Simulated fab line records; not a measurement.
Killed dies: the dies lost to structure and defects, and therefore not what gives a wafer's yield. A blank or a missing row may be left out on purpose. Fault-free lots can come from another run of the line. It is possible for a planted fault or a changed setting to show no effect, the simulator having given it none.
Struck lot and sound lot, side by side	flow nand harc	24 steps out of a route of 1159
Sound: wafers L795.3, L795.4, L795.5. Struck: wafers L802.2, L802.4, L802.6. At the end, the cause is stated.
At each step with rows: each side's tool, then ch and its chambers, then its first start. Under that, the readings that differ: sound wafers	struck wafers	difference of the means	sigmas: that difference in standard deviations of wafers without a fault.
alike: a reading whose means differ by less than 2 such deviations, as well as words and numbers matching on both sides. not compared: withheld readings; readings where some wafer has no value; bounds like >300 that might hide an equal value; numbers whose values overlap and for which the record gives no deviation.
The two part at a step that has a row with sigmas, a row that says differs or no value, or rows on one side only. Non-overlapping numbers with no deviation appear without sigmas and do not part them. A reading missing from all wafers of one side parts the sides only when that side holds two or more wafers.

NHARC_P_M0_INSPECT_27:
  sound: defect inspect-01 at day 6 21:09; struck: defect inspect-01 at day 9 12:44
  alike: raw defect count
NHARC_P_M0_PRE_CLEAN_31: time 12 s.
  sound on pecvd-02 ch 0,1, day 6 21:13; struck on pecvd-02 ch 0,1,2, day 9 12:49
  alike: heater power w
NHARC_P_M0_DEP_32: deposits SiCN, target thk 30 nm.
  sound on pecvd-02 ch 0,1, day 6 21:18; struck on pecvd-02 ch 0,1,2, day 9 12:56
  alike: heater power w
then, 8 steps without rows for these wafers: NHARC_P_M1_DEP_00 (deposits SiOC, target thk 182.5 nm); NHARC_P_M1_DEHYDRATE_01 (time 120 s); NHARC_P_M1_HMDS_02 (time 30 s); NHARC_P_M1_COAT_34 (time 65 s); NHARC_P_M1_COAT_03 (resist thk 90 nm); NHARC_P_M1_SOFTBAKE_04 (time 55 s); NHARC_P_M1_EBR_05; NHARC_P_M1_EXPOSE_06 (exposes mask P M1, target cd 130 nm).
NHARC_P_M1_PEB_07: peb time 65 s.
  sound on litho track-06 ch 0, day 6 22:27; struck on litho track-01 ch 0, day 9 13:56
reading	sound	struck	difference	sigmas
heater power total W (W)	157.0 156.5 157.0	164.4 164.4 164.0	+7.4	+17
plate temp C (C)	100.16 99.86 99.93	103.33 103.39 103.35	+3.37	+26
then, 1 step without rows for these wafers: NHARC_P_M1_DEVELOP_08 (develop time 35 s).
NHARC_P_M1_CD_MEAS_09: target cd 130 nm.
  sound on cd sem-01 ch 0, day 6 22:32; struck on cd sem-02 ch 0, day 9 14:01
reading	sound	struck	difference	sigmas
cd nm (nm)	130.3 130.1 131.3	142.3 141.8 141.2	+11.2	+19
NHARC_P_M1_OVL_MEAS_10: pitch 260 nm.
  sound: overlay-02 at day 6 22:37; struck: overlay-01 at day 9 14:06
  alike: overlay x nm, overlay y nm
NHARC_P_M1_INSPECT_11:
  sound: defect inspect-02 at day 6 22:39; struck: defect inspect-01 at day 9 14:08
  alike: raw defect count
NHARC_P_M1_DESCUM_14: chemistry O2, time 3 s.
  sound on rie diel-02 ch 2,3, day 6 22:43; struck on rie diel-10 ch 0,3, day 9 14:12
reading	sound	struck	difference	sigmas
model.P_M1.cd nm (nm)	130.7 130.2 131.3	141.3 141.5 140.7	+10.4	
  alike: drypump motor current A, oes product au, rf vpp V, showerhead plenum p Torr, throttle valve pct
  not compared: rf hours counter h
NHARC_P_M1_ETCH_35: etches the open film in N2/H2, target depth 40 nm, overetch 12 nm, time 43.94 s.
  sound on rie diel-02 ch 1,3, day 6 22:47; struck on rie diel-10 ch 1,2,3, day 9 14:17
  alike: bias w, drypump motor current A, oes product au, rf vpp V, showerhead plenum p Torr, throttle valve pct
  not compared: rf hours counter h
NHARC_P_M1_ETCH_15: etches the open film in C4F8/Ar, target depth 182.5 nm, time 91.2 s.
  sound: rie diel-02 ch 1,3; struck: rie diel-10 ch 0,2
  alike: bias w, oes product au, rf vpp V
  not compared: rf hours counter h
NHARC_P_M1_CD_MEAS_16:
  sound: cd sem-01 at day 6 23:02; struck: cd sem-03 at day 9 14:31
reading	sound	struck	difference	sigmas
cd nm (nm)	130.4 130.0 131.2	141.7 142.0 141.1	+11.1	+14
NHARC_P_M1_STRIP_18: strips in N2/H2.
  sound on rie diel-10 ch 0,1,3, day 6 23:08; struck on rie diel-02 ch 0,1,2, day 9 14:37
  alike: drypump motor current A, oes product au, rf vpp V, showerhead plenum p Torr, throttle valve pct
  not compared: rf hours counter h
NHARC_P_M1_ETCH_28: etches the open film in CF4/N2, target depth 30 nm, time 72.99 s.
  sound: rie diel-10 ch 0,3; struck: rie diel-02 ch 0,1,3
reading	sound	struck	difference	sigmas
model.P_M1.cd nm (nm)	131.5 130.8 131.8	141.4 141.5 141	+9.9	
  alike: bias w, drypump motor current A, oes product au, rf vpp V, showerhead plenum p Torr, throttle valve pct
  not compared: rf hours counter h
then, 1 step without rows for these wafers: NHARC_P_M1_STRIP_19 (strips in post etch residue remover, time 600 s).
-- jump in the record: it breaks off in module P_M1 and resumes in module END (first step shown: number 1159 of the route), and 13 days separate the struck wafers' starts before and after --
NHARC_END_SORT_01:
  the record has rows for the struck wafers here (prober-02 ch 0, day 22 16:19) and none for the sound ones

WHERE THEY PART
Last at NHARC_END_SORT_01 as far as this record goes, first at NHARC_P_M1_PEB_07.

WHY: what had been put in by the simulator
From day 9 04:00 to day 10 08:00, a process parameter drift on litho track-01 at NHARC_P_M1_PEB_07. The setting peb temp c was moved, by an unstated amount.
